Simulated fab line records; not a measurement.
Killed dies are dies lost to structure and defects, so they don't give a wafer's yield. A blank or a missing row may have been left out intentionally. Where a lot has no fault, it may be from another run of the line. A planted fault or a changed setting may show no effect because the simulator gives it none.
Comparing a struck lot with a sound one | flow n5_finfet | 35 steps out of a route of 1938
Sound: the wafers L403.3, L403.4, L403.5. The struck wafers were L396.1, L396.5, L396.6. The cause comes at the end.
At each step with rows: each side's tool, then ch and its chambers, then its first start. Under that, the readings that differ: sound wafers | struck wafers | difference of the means | sigmas: that difference in standard deviations of wafers without a fault.
alike: readings with means less than 2 such deviations apart, plus words and numbers identical on both sides. not compared: withheld readings, readings lacking a value on some wafer, bounds such as >300 that could conceal the same value, and numbers that have no deviation in the record and whose values overlap.
A row with sigmas, a row that says differs or no value, or rows on one side alone: a step with any of these is where the two part. Numbers that have no deviation but don't overlap get no sigmas and don't part them. A reading missing from all wafers of one side parts the sides only when that side holds two or more wafers.

first, 9 steps without rows for these wafers: N5_BEOL_M3_ILD_DEP_00 (deposits SiOC from DEMS/O2, target thk 79 nm, time 15.3 s); N5_BEOL_M3_PECVD_72 (deposits SiO2 from TEOS/O2, target thk 16 nm, time 18 s); N5_BEOL_M3_HM_DEP_02 (deposits TiN, target thk 20 nm); N5_BEOL_M3_COAT_61 (time 60 s, resist thk 60 nm); N5_BEOL_M3_COAT_62 (time 60 s, resist thk 12 nm); N5_BEOL_M3_COAT_73 (time 60 s, resist thk 5 nm); N5_BEOL_M3_COAT_05 (resist thk 30 nm); N5_BEOL_M3_EBR_07; N5_BEOL_M3_SOFTBAKE_06 (time 60 s).
N5_BEOL_M3_EXPOSE_08: exposes mask M3.
  sound on euv_scanner-02 ch 0, day 10 21:56; struck on euv_scanner-01 ch 0, day 10 01:05
  reading              | sound             | struck            | difference | sigmas
  exposure_dose_mJ_cm2 | 32.89 32.91 32.98 | 34.13 34.13 34.09 | +1.19      | +28
  alike: mask
then, 2 steps without rows for these wafers: N5_BEOL_M3_PEB_09 (peb time 60 s); N5_BEOL_M3_DEVELOP_10 (develop time 30 s).
N5_BEOL_M3_CD_MEAS_11: target cd 17.05 nm.
  sound on cd_sem-01 ch 0, day 10 22:04; struck on cd_sem-01 ch 0, day 10 01:12
  reading    | sound             | struck            | difference | sigmas
  cd_nm (nm) | 16.97 17.13 16.73 | 17.51 17.95 17.68 | +0.77      | +4
then, 1 step without rows for these wafers: N5_BEOL_M3_DESCUM_16 (chemistry O2, time 7 s).
N5_BEOL_M3_ETCH_74: etches underlayer in N2/H2, target depth 6.5 nm, time 5.2 s.
  sound on rie_diel-02 ch 0,3, day 10 22:13; struck on rie_diel-02 ch 1,2, day 10 01:22
  reading                         | sound          | struck         | difference | sigmas
  etch_rf_on_time_s (s)           | 5.55 5.41 5.39 | 4.92 4.92 4.89 | -0.54      | -3
  model.BEOL_M3.cd_offset_nm (nm) | 0.2 0.2 0.6    | 0.8 0.8 1      | +0.5       |
  alike: drypump_motor_current_A, oes_product_au, rf_vpp_V, showerhead_plenum_p_Torr, throttle_valve_pct
  not compared: rf_hours_counter_h
then, 5 steps without rows for these wafers: N5_BEOL_M3_ETCH_63 (etches SiARC in CF4, target depth 15.6 nm, time 26 s); N5_BEOL_M3_ETCH_64 (etches SOC in N2/H2, target depth 75 nm, overetch 15 nm, time 112.5 s); N5_BEOL_M3_STRIP_65 (strips in N2/H2); N5_BEOL_M3_STRIP_75 (strips in N2/H2); N5_BEOL_M3_STRIP_66 (strips in CF4).
N5_BEOL_M3_HM_OPEN_17: chemistry Cl2/BCl3, target TiN, target depth 20 nm, overetch 6 nm.
  sound on rie_metal-01 ch 0,1, day 10 22:28; struck on rie_metal-02 ch 0,1, day 10 01:34
  reading                         | sound          | struck         | difference | sigmas
  drypump_motor_current_A (A)     | 5.72 5.82 5.73 | 5.36 5.30 5.65 | -0.32      | -2
  model.BEOL_M3.cd_offset_nm (nm) | -0.4 0.2 0.2   | 1 0.8 1.2      | +1         |
  alike: mfc_ar_sccm, mfc_cl2_sccm, oes_product_au, throttle_valve_pct
  not compared: rf_hours_counter_h
then, 12 steps without rows for these wafers: N5_BEOL_M3_STRIP_19 (strips in O2); N5_BEOL_M3_COAT_67 (time 60 s, resist thk 60 nm); N5_BEOL_M3_COAT_68 (time 60 s, resist thk 12 nm); N5_BEOL_M3_COAT_76 (time 60 s, resist thk 5 nm); N5_BEOL_M3_COAT_22 (resist thk 30 nm); N5_BEOL_M3_EBR_24; N5_BEOL_M3_SOFTBAKE_23 (time 60 s); N5_BEOL_M3_EXPOSE_25 (exposes mask V2, defocus 5 nm); N5_BEOL_M3_PEB_26 (peb time 60 s); N5_BEOL_M3_DEVELOP_27 (develop time 30 s); N5_BEOL_M3_DESCUM_33 (chemistry O2, time 7 s); N5_BEOL_M3_ETCH_77 (etches underlayer in N2/H2, target depth 6.5 nm, time 5.2 s).
N5_BEOL_M4_RC_MEAS_101:
  sound on prober-02 ch 0, day 12 14:14; struck on prober-02 ch 0, day 11 16:52
  reading       | sound          | struck         | difference | sigmas
  SS_N (mV/dec) | 70.9 73.8 73.5 | 71.2 71.1 70.4 | -1.8       | -2
  alike: DIBL_N, DIBL_P, IOFF_N, IOFF_P, ION_N, ION_P, SS_P, VT_N, VT_P
-- here the record skips 5 days between the struck wafers' starts before and after, leaving off in module BEOL_M4 and picking up in module PASSIVATION (first step shown: number 1936 of the route) --
N5_PASSIVATION_PROBE_49:
  rows exist in the record for the struck wafers here (prober-01, day 16 17:59), but not for the sound ones

== WHERE THEY PART ==
Last at N5_PASSIVATION_PROBE_49 as far as this record goes, first at N5_BEOL_M3_EXPOSE_08.

WHY: the cause the simulator had injected
Process parameters drifting: euv_scanner-01 at N5_BEOL_M3_EXPOSE_08, beginning at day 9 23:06. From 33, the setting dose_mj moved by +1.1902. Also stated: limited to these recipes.
